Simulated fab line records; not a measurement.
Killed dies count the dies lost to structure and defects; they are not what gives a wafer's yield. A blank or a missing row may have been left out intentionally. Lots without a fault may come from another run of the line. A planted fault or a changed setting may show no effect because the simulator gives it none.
Lot-split experiment + flow n5_finfet + 7 lots, 21 wafers read, on a route of 1938 steps

== THE SPLIT ==
At N5_BEOL_M7_DESCUM_33 (chemistry O2, time 7 s), the setting time_s was moved away from the recipe's 7 s on 8 of the 21 wafers read, by -21.8% to +6.1%. For the rest of the wafers, this setting stayed at what the recipe calls for.

Reading taken at the split's own step.

== THE READING ==
CAR-EUV_of_BEOL_M7_COAT_22.thk_nm (the simulator's own value, which no gauge read), in nm, at N5_BEOL_M7_DESCUM_33 (chemistry O2, time 7 s). No usual value for it is given in the file. Across the 13 wafers here that went through the recipe, the average is 26.0 nm and the standard deviation 0.095 nm.

| wafer  | tool, chamber at the split | time_s as run, s | against the recipe | CAR-EUV_of_BEOL_M7_COAT_22.thk_nm, nm | against lot-mates on the recipe |
|--------|----------------------------|------------------|--------------------|---------------------------------------|---------------------------------|
| L075.3 | rie_diel-06, 2             | 7                | recipe             | 26                                    | -                               |
| L075.5 | rie_diel-06, 3             | 6.254            | -10.7%             | 26.4                                  | +0.4                            |
| L075.6 | rie_diel-06, 2             | 6.254            | -10.7%             | 26.6                                  | +0.6                            |
| L077.1 | rie_diel-06, 1,2,1         | 7                | recipe             | 26                                    | -                               |
| L077.2 | rie_diel-06, 1,2,1         | 7                | recipe             | 26                                    | -                               |
| L077.6 | rie_diel-06, 1,2,1         | 7                | recipe             | 26                                    | -                               |
| L083.1 | rie_diel-06, 0,2,0         | 7                | recipe             | 26                                    | -                               |
| L083.3 | rie_diel-06, 0,2,0         | 7                | recipe             | 26                                    | -                               |
| L083.6 | rie_diel-06, 0,2,0         | 7                | recipe             | 26                                    | -                               |
| L080.1 | rie_diel-01, 0,2           | 7                | recipe             | 26                                    | -                               |
| L080.3 | rie_diel-01, 0,2           | 7                | recipe             | 26                                    | -                               |
| L080.6 | rie_diel-01, 3             | 5.474            | -21.8%             | 26.6                                  | +0.6                            |
| L091.2 | rie_diel-05, 3             | 7                | recipe             | 25.8                                  | -                               |
| L091.5 | rie_diel-05, 1             | 5.555            | -20.6%             | 26.6                                  | +0.7                            |
| L091.6 | rie_diel-05, 2             | 7                | recipe             | 26                                    | -                               |
| L090.3 | rie_diel-05, 0             | 7.424            | +6.1%              | 26                                    | -0.2                            |
| L090.5 | rie_diel-05, 0             | 7.424            | +6.1%              | 26                                    | -0.2                            |
| L090.6 | rie_diel-05, 1             | 7                | recipe             | 26.2                                  | -                               |
| L095.2 | rie_diel-05, 2             | 7                | recipe             | 26.2                                  | -                               |
| L095.3 | rie_diel-05, 1,2           | 6.559            | -6.3%              | 26.4                                  | +0.2                            |
| L095.6 | rie_diel-05, 1,2           | 6.559            | -6.3%              | 26.4                                  | +0.2                            |
Where a row lists several chambers, the file gives one row for several wafers and doesn't say which wafer went through which chamber.

THE FIT
A straight line over all 21 wafers: CAR-EUV_of_BEOL_M7_COAT_22.thk_nm changes by -0.0289 nm for each +1% of time_s; r = -0.87; the points scatter about the line by 0.12 nm.
The same after taking each lot's own level away (the mean of its wafers on the recipe; 21 wafers): -0.0333 nm for each +1%; r = -0.96; scatter 0.071 nm.
That fit puts the effect of the largest move of time_s on the reading at 0.73 nm.
From 25.90 to 26.20 nm: that is the span of the lots' own levels, equal to 3.2 times the standard deviation above.
So the slope is not independent of the lot-to-lot level: the two fits are not the same.
Check: +0.812 nm against its lot-mates is what the line predicts for one of the wafers moved furthest among these (-21.8%) when that wafer is left out of the fit. It came out at +0.6 nm against them.

== FURTHER SPLITS ON THESE WAFERS ==
Other splits were also applied to these wafers ahead of the reading. Each is held against what the fit with the lots' levels taken away leaves over:
| other split on the same wafers | wafers away from the commonest value | r with CAR-EUV_of_BEOL_M7_COAT_22.thk_nm (lot level and that fit taken away) |
|--------------------------------|--------------------------------------|------------------------------------------------------------------------------|
| N5_BEOL_M4_COAT_67 spin_rpm    | 9                                    | -0.02                                                                        |

== THE FILE'S OWN FIT ==
CAR-EUV_of_BEOL_M7_COAT_22.thk_nm changes by -0.0324 nm for each +1% of time_s, r = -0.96.
